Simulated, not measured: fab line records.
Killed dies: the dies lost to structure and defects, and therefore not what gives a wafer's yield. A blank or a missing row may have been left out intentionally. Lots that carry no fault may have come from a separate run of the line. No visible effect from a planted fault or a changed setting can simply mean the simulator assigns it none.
Chamber matching ; flow n5 finfet ; rie diel-05 running N5_BEOL_M12_ETCH_67: 4 sister chambers
The step etches SiARC in CF4, target depth 143 nm, time 238.3 s. 8 wafers are shown with their chamber, then 7 later ones without.

## WAFERS, EACH WITH ITS CHAMBER
wafer;chamber;drypump motor current A (A);showerhead plenum p Torr (Torr)
L075.4;3;6.0;2.19
L075.6;2;5.5;2.18
L089.4;2;5.5;2.17
L089.5;0;6.1;2.09
L090.3;3;6.1;2.18
L090.5;1;5.8;2.10
L093.2;1;5.8;2.10
L093.3;0;6.1;2.08

## WAFERS WITHOUT THEIR CHAMBER
wafer;drypump motor current A (A);showerhead plenum p Torr (Torr)
L093.5;6.1;2.18
L092.2;6.1;2.08
L092.3;6.1;2.18
L092.6;6.1;2.18
L094.1;6.1;2.18
L094.5;6.1;2.08
L094.6;5.7;2.09

## CHAMBER TAKEN BY EACH
wafer;from the rows above;in truth
L093.5;3;3
L092.2;0;0
L092.3;3;3
L092.6;3;3
L094.1;3;3
L094.5;0;0
L094.6;1;1
Correct placement for 7 of the 7. Number that these rows cannot place: 0. Wrongly placed: 0.
How it was worked out, from the rows above alone: a wafer's distance from a chamber is the root of the sum, over the readings, of the square of ((its reading less the chamber's mean) divided by the reading's scatter). The wafer belongs to the nearest chamber; if the next one is less than 2 further off, it can't be placed. The mean given for a chamber averages the wafers shown for that chamber. The scatter: take each reading less its chamber's mean, square it, sum over the shown wafers, divide by the number of wafers less the number of chambers, and take the root.
